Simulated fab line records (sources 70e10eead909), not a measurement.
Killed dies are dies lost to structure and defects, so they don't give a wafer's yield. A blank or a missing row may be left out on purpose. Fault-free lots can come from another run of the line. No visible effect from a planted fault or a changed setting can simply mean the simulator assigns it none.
Which tool did it?	flow nand harc	72 wafers from 24 lots sampled at 2 of the route's 1302 steps

WHAT THE GAUGES READ, wafer by wafer
NHARC_A_CHANNEL_HOLE_D2_CD_MEAS_31. Usual: cd nm reads 90.0 nm (standard deviation 1.5).
lot	measured	on	cd nm (nm)	flag
L074	day 13 11:09	cd sem-01	94.0 92.5 89.8	
L075	day 13 18:07	cd sem-02	88.8 88.9 90.0	
L076	day 14 05:03	cd sem-02	91.8 90.6 94.8	
L077	day 14 23:00	cd sem-02	91.6 88.9 88.2	
L078	day 14 23:14	cd sem-02	90.6 89.6 90.9	
L079	day 15 15:11	cd sem-02	87.8 90.4 88.3	
L080	day 16 09:13	cd sem-02	88.5 87.1 88.5	
L081	day 16 08:29	cd sem-01	90.9 90.3 90.7	
L082	day 16 12:40	cd sem-03	90.1 91.3 88.9	
L083	day 17 05:48	cd sem-01	91.9 90.0 89.2	
L084	day 17 14:25	cd sem-02	91.6 89.3 89.7	
L085	day 17 22:44	cd sem-02	91.3 90.5 88.9	
L087	day 18 06:44	cd sem-02	89.9 89.3 90.0	
L086	day 18 08:51	cd sem-01	91.0 89.9 90.3	
L088	day 20 05:23	cd sem-02	89.7 90.9 87.8	
L089	day 20 08:14	cd sem-03	88.4 89.3 90.4	
L090	day 20 12:34	cd sem-01	90.1 90.2 90.8	
L091	day 20 16:43	cd sem-02	89.3 87.4 88.6	
L094	day 21 11:21	cd sem-02	89.2 89.7 90.2	
L092	day 21 11:32	cd sem-03	91.3 92.2 92.0	
L093	day 21 15:32	cd sem-03	90.3 89.6 88.6	
L096	day 22 08:16	cd sem-01	88.8 88.6 89.5	
L095	day 22 10:16	cd sem-03	89.4 88.7 87.9	
L097	day 22 16:57	cd sem-02	87.7 87.6 88.4	

TOOL THAT RAN EACH LOT (tool first, then ch and the chambers of the sampled wafers, then the start)
lot	NHARC_A_CHANNEL_HOLE_D2_ETCH_19
L074	har etch-02 ch 0,1, day 13 05:29
L075	har etch-01 ch 0,1, day 13 12:35
L076	har etch-01 ch 0,1, day 13 23:32
L077	har etch-02 ch 0,1, day 14 17:29
L078	har etch-01 ch 0,1, day 14 17:46
L079	har etch-02 ch 0,1, day 15 09:32
L080	har etch-02 ch 0, day 15 23:37
L081	har etch-01 ch 0,1, day 16 02:58
L082	har etch-01 ch 0,1, day 16 07:10
L083	har etch-01 ch 0,1, day 17 00:17
L084	har etch-01 ch 0, day 17 08:56
L085	har etch-01 ch 0,1, day 17 17:13
L087	har etch-01 ch 0,1, day 18 01:13
L086	har etch-02 ch 0,1, day 18 03:19
L088	har etch-01 ch 0,1, day 19 23:44
L089	har etch-02 ch 0,1, day 20 02:46
L090	har etch-02 ch 0,1, day 20 06:53
L091	har etch-02 ch 0,1, day 20 11:03
L094	har etch-01 ch 0, day 21 05:51
L092	har etch-02 ch 0,1, day 21 05:59
L093	har etch-01 ch 0,1, day 21 10:04
L096	har etch-02 ch 0,1, day 22 02:37
L095	har etch-01 ch 0,1, day 22 04:38
L097	har etch-02 ch 0,1, day 22 10:58
- NHARC_A_CHANNEL_HOLE_D2_ETCH_19: etches the open film in C4F8/O2/Ar, time 34.5 s.

WHAT THE TOOLS THEMSELVES READ (means of the sampled wafers that have a number; where no wafer has one, the mark that the record gives instead)
NHARC_A_CHANNEL_HOLE_D2_ETCH_19. Usual: drypump motor current A 5.5 A, standard deviation 0.5; he backside leak sccm 5.9 sccm, standard deviation 0.55; showerhead plenum p Torr 3.74 Torr, standard deviation 0.098; throttle valve pct 37.036 %, standard deviation 0.0088.
lot	tool	drypump motor current A (A)	he backside leak sccm (sccm)	showerhead plenum p Torr (Torr)	throttle valve pct (%)	flag
L074	har etch-02	5.1	6.4	3.74	37.041	
L075	har etch-01	5.9	6.3	3.72	37.037	
L076	har etch-01	5.9	5.7	3.73	37.035	
L077	har etch-02	4.9	6.6	3.70	37.041	
L078	har etch-01	6.0	5.9	3.71	37.035	
L079	har etch-02	5.0	6.6	3.72	37.045	
L080	har etch-02	4.8	6.7	3.65	37.037	
L081	har etch-01	6.0	6.1	3.70	37.037	
L082	har etch-01	5.8	5.8	3.71	37.042	
L083	har etch-01	5.8	5.9	3.70	37.040	
L084	har etch-01	5.7	5.7	3.71	37.038	
L085	har etch-01	5.8	6.1	3.69	37.031	
L087	har etch-01	5.8	5.8	3.69	37.038	
L086	har etch-02	5.1	5.5	3.83	37.039	
L088	har etch-01	6.0	6.3	3.67	37.027	
L089	har etch-02	5.0	5.3	3.81	37.032	
L090	har etch-02	5.0	5.3	3.81	37.038	
L091	har etch-02	5.0	5.6	3.81	37.029	
L094	har etch-01	5.7	6.1	3.68	37.040	
L092	har etch-02	4.9	5.7	3.88	37.045	
L093	har etch-01	5.8	6.0	3.66	37.033	
L096	har etch-02	4.9	5.6	3.87	37.030	
L095	har etch-01	6.0	6.2	3.65	37.038	
L097	har etch-02	5.1	5.7	3.79	37.036	

THE ANSWER, worked out from the rows above alone
Rule: take the mean of a lot's wafers that have a number; if it is more than 3 standard deviations from the usual mean, the lot is off. A lot without any number at a reading at which 4 lots or more have one is off too. Any other lot the step has rows for is counted as sound. Order of review: gauges by route order, followed by the tools' own readings, for which a lot's mean as printed above is used. The first step at which some lot is off is used, and at that step the reading that is off furthest; a lot without a number counts as furthest.
Nothing can be told from this: no lot is off at any reading shown.

WHAT THE SIMULATOR HAD INSERTED
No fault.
